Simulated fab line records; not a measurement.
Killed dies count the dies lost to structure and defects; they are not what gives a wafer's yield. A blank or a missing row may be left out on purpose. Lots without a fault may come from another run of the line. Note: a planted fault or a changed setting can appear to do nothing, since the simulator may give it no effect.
A lot that was struck, set against a sound lot ; flow nand_harc ; 14 out of 1159 route steps
Sound: these wafers, L599.1, L599.3, L599.6. Struck: wafers L598.1, L598.3, L598.5. At the end, the cause is stated.
Each step with rows lists, per side, the tool, then ch with its chambers, then its first start. Under that, the readings that differ: sound wafers ; struck wafers ; difference of the means ; sigmas: that difference in standard deviations of wafers without a fault.
alike: readings whose means differ by less than 2 such deviations, and words and numbers that are the same on both sides. not compared: withheld readings, readings that some wafer has no value for, bounds like >300 that may hide the same value, and numbers for which the record gives no deviation and whose values overlap.
A row with sigmas, a row that says differs or no value, or rows on one side alone: a step with any of these is where the two part. When numbers do not overlap yet have no deviation, they are printed without sigmas and do not part them. A reading that every wafer of one side lacks parts them only if that side has two wafers or more.

NHARC_P_M2_DEGAS_29: time 60 s.
  sound on pvd_sputter-03 at day 11 19:11; struck on pvd_sputter-03 at day 11 11:13
  alike: heater_power_w
NHARC_P_M2_PRE_CLEAN_30: time 30 s.
  sound on pvd_sputter-03; struck on pvd_sputter-03
  alike: heater_power_w
NHARC_P_M2_PVD_20: deposits TaN, target thk 5 nm, time 8.06 s.
  sound on pvd_sputter-03; struck on pvd_sputter-03
  alike: throttle_valve_pct
NHARC_P_M2_PVD_21: deposits Cu, target thk 30 nm, time 20.49 s.
  sound on pvd_sputter-03; struck on pvd_sputter-03
  alike: throttle_valve_pct
then, 2 steps without rows for these wafers: NHARC_P_M2_ECD_22 (material Cu, target thk 400 nm); NHARC_P_M2_ANNEAL_31 (time 90 s).
NHARC_P_M2_CMP_23: polishes, t overpolish 20 s, target thk 144.3 nm.
  sound on cmp-04 ch 0,3, day 11 20:16; struck on cmp-02 ch 0,2,3, day 11 12:25
  alike: motor_current_A, slurry_filter_dp_kPa, time_to_endpoint_s
NHARC_P_M2_THK_MEAS_24: measures by xrf.
  sound on film_metro-01 at day 11 20:35; struck on film_metro-02 at day 11 12:40
  alike: thk_nm
following that, these wafers have no rows for 1 step: NHARC_P_M2_SRD_25.
NHARC_P_M2_INSPECT_27:
  sound on defect_inspect-02 at day 11 20:44; struck on defect_inspect-01 at day 11 12:49
  alike: raw_defect_count
then, 1 step without rows for these wafers: NHARC_P_M2_PRE_CLEAN_32 (time 12 s).
NHARC_P_M2_DEP_33: deposits SiCN, target thk 30 nm.
  sound on pecvd-04 ch 0,2, day 11 20:56; struck on pecvd-03 ch 0,1, day 11 13:19
  no value came back on the struck wafers for chamber_pressure_Torr (Torr), heater_power_outer_w (W), heater_power_w (W); on the sound wafers chamber_pressure_Torr (Torr) reads 3.008 3.002 3.003
  not compared: since_wet_clean_h
then, 1 step without rows for these wafers: NHARC_P_BONDPAD_DEP_00 (deposits SiCN, target thk 250 nm).
-- the record jumps here: 13 days lie between the struck wafers' starts before and after (it left off in module P_BONDPAD and takes up again in module END, whose first step shown is number 1159 of the route) --
NHARC_END_SORT_01:
  sound on prober-02 ch 0, day 24 06:19; struck on prober-01 ch 0, day 24 06:22
reading;sound;struck;difference;sigmas
killed_at_periphery;3 1 2;5 10 8;+6;+2
  alike: defect_limited_yield, killed_at_array, killed_at_other, killed_dies, killed_open, killed_short, sort_bin_2_pct, sort_bin_3_pct, sort_bin_4_pct, sort_n_pass, sort_rim_yield_pct, sort_yield_pct

== WHERE THEY PART ==
Last at NHARC_END_SORT_01 as far as this record goes, first at NHARC_P_M2_DEP_33.

WHY: whatever the simulator had introduced
Whole step skipped at NHARC_P_M2_DEP_33 on pecvd-03, starting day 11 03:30. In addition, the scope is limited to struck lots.
